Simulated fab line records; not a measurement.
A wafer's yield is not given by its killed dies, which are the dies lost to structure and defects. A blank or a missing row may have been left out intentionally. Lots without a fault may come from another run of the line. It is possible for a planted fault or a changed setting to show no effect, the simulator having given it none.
Split-lot trial / flow n5-finfet / 7 lots, 21 wafers read, on a route of 1938 steps

ABOUT THE SPLIT
At N5_ZERO_LAYER_COAT_05 (resist thk 1000 nm), the setting spin-rpm was moved away from the recipe's 1500 rpm on 5 of the 21 wafers read, by -7.5% to +7.4%. The other wafers ran this setting at the recipe's value.

The split's own step is where the reading is taken.

THE READING
coat_of_ZERO_LAYER_COAT_05.thk-nm (the simulator's own value, which no gauge read), in nm, at N5_ZERO_LAYER_COAT_05 (resist thk 1000 nm). The file does not state a usual value for it. Here, 16 wafers ran the recipe; their average is 1002.5 nm with a standard deviation of 3.4 nm.

wafer=L074.1; tool, chamber at the split=litho-track-01, 0; spin-rpm as run, rpm=1500; against the recipe=recipe; coat_of_ZERO_LAYER_COAT_05.thk-nm, nm=998; against lot-mates on the recipe=-
wafer=L074.4; tool, chamber at the split=litho-track-01, 0; spin-rpm as run, rpm=1500; against the recipe=recipe; coat_of_ZERO_LAYER_COAT_05.thk-nm, nm=1000; against lot-mates on the recipe=-
wafer=L074.5; tool, chamber at the split=litho-track-01, 0; spin-rpm as run, rpm=1500; against the recipe=recipe; coat_of_ZERO_LAYER_COAT_05.thk-nm, nm=1001; against lot-mates on the recipe=-
wafer=L076.1; tool, chamber at the split=litho-track-04, 0; spin-rpm as run, rpm=1500; against the recipe=recipe; coat_of_ZERO_LAYER_COAT_05.thk-nm, nm=1004; against lot-mates on the recipe=-
wafer=L076.3; tool, chamber at the split=litho-track-04, 0; spin-rpm as run, rpm=1500; against the recipe=recipe; coat_of_ZERO_LAYER_COAT_05.thk-nm, nm=1004; against lot-mates on the recipe=-
wafer=L076.2; tool, chamber at the split=litho-track-04, 0; spin-rpm as run, rpm=1500; against the recipe=recipe; coat_of_ZERO_LAYER_COAT_05.thk-nm, nm=1002; against lot-mates on the recipe=-
wafer=L077.1; tool, chamber at the split=litho-track-01, 0; spin-rpm as run, rpm=1387; against the recipe=-7.5%; coat_of_ZERO_LAYER_COAT_05.thk-nm, nm=1040; against lot-mates on the recipe=+44.0
wafer=L077.3; tool, chamber at the split=litho-track-01, 0; spin-rpm as run, rpm=1387; against the recipe=-7.5%; coat_of_ZERO_LAYER_COAT_05.thk-nm, nm=1042; against lot-mates on the recipe=+46.0
wafer=L077.6; tool, chamber at the split=litho-track-01, 0; spin-rpm as run, rpm=1500; against the recipe=recipe; coat_of_ZERO_LAYER_COAT_05.thk-nm, nm=996; against lot-mates on the recipe=-
wafer=L078.2; tool, chamber at the split=litho-track-01, 0; spin-rpm as run, rpm=1500; against the recipe=recipe; coat_of_ZERO_LAYER_COAT_05.thk-nm, nm=1008; against lot-mates on the recipe=-
wafer=L078.3; tool, chamber at the split=litho-track-01, 0; spin-rpm as run, rpm=1611; against the recipe=+7.4%; coat_of_ZERO_LAYER_COAT_05.thk-nm, nm=969.6; against lot-mates on the recipe=-36.9
wafer=L078.6; tool, chamber at the split=litho-track-01, 0; spin-rpm as run, rpm=1500; against the recipe=recipe; coat_of_ZERO_LAYER_COAT_05.thk-nm, nm=1005; against lot-mates on the recipe=-
wafer=L081.1; tool, chamber at the split=litho-track-03, 0; spin-rpm as run, rpm=1500; against the recipe=recipe; coat_of_ZERO_LAYER_COAT_05.thk-nm, nm=1000; against lot-mates on the recipe=-
wafer=L081.4; tool, chamber at the split=litho-track-03, 0; spin-rpm as run, rpm=1500; against the recipe=recipe; coat_of_ZERO_LAYER_COAT_05.thk-nm, nm=1000; against lot-mates on the recipe=-
wafer=L081.3; tool, chamber at the split=litho-track-03, 0; spin-rpm as run, rpm=1500; against the recipe=recipe; coat_of_ZERO_LAYER_COAT_05.thk-nm, nm=1003; against lot-mates on the recipe=-
wafer=L085.1; tool, chamber at the split=litho-track-01, 0; spin-rpm as run, rpm=1500; against the recipe=recipe; coat_of_ZERO_LAYER_COAT_05.thk-nm, nm=1005; against lot-mates on the recipe=-
wafer=L085.4; tool, chamber at the split=litho-track-01, 0; spin-rpm as run, rpm=1500; against the recipe=recipe; coat_of_ZERO_LAYER_COAT_05.thk-nm, nm=1006; against lot-mates on the recipe=-
wafer=L085.5; tool, chamber at the split=litho-track-01, 0; spin-rpm as run, rpm=1500; against the recipe=recipe; coat_of_ZERO_LAYER_COAT_05.thk-nm, nm=1008; against lot-mates on the recipe=-
wafer=L088.1; tool, chamber at the split=litho-track-04, 0; spin-rpm as run, rpm=1500; against the recipe=recipe; coat_of_ZERO_LAYER_COAT_05.thk-nm, nm=999.2; against lot-mates on the recipe=-
wafer=L088.2; tool, chamber at the split=litho-track-04, 0; spin-rpm as run, rpm=1608; against the recipe=+7.2%; coat_of_ZERO_LAYER_COAT_05.thk-nm, nm=966.6; against lot-mates on the recipe=-32.6
wafer=L088.3; tool, chamber at the split=litho-track-04, 0; spin-rpm as run, rpm=1608; against the recipe=+7.2%; coat_of_ZERO_LAYER_COAT_05.thk-nm, nm=965.1; against lot-mates on the recipe=-34.1

THE FIT
A straight line over all 21 wafers: coat_of_ZERO_LAYER_COAT_05.thk-nm changes by -4.97 nm for each +1% of spin-rpm; r = -0.98; the points scatter about the line by 3.3 nm.
The same after taking each lot's own level away (the mean of its wafers on the recipe; 21 wafers): -5.29 nm for each +1%; r = -0.99; scatter 2.4 nm.
The reading moves by 40 nm for the largest change in spin-rpm, on that fit.
From 996.00 to 1006.50 nm: that is the span of the lots' own levels, equal to 3.1 times the standard deviation above.
The two slopes are in agreement: the lot-to-lot level therefore moves the slope only a little.
Check: for one of the wafers moved furthest among these (-7.5%), held out of the fit, the line's prediction against its lot-mates is +39.7 nm. It came out at +44 nm against them.

FURTHER SPLITS ON THESE WAFERS
These wafers also went through other splits before the reading. Each is held against what the fit with the lots' levels taken away leaves over:
other split on the same wafers=N5_ZERO_LAYER_PECVD_02 time-s; wafers away from the commonest value=8; r with coat_of_ZERO_LAYER_COAT_05.thk-nm (lot level and that fit taken away)=+0.07

THE WHOLE CHAIN: every reading that the file lists as answering this split, in the file's order
step=N5_ZERO_LAYER_COAT_05; what it does=resist thk 1000 nm; reading=coat_of_ZERO_LAYER_COAT_05.thk-nm (the simulator's own value, which no gauge read); change (the file's fit)=-5.22 nm for each +1% of the setting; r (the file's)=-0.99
step=N5_ZERO_LAYER_STRIP_24; what it does=strips in O2; reading=strip-time-to-endpoint-s; change (the file's fit)=withheld for each +1% of the setting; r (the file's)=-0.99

FILE'S OWN FIT
coat_of_ZERO_LAYER_COAT_05.thk-nm changes by -5.22 nm for each +1% of spin-rpm, r = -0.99.
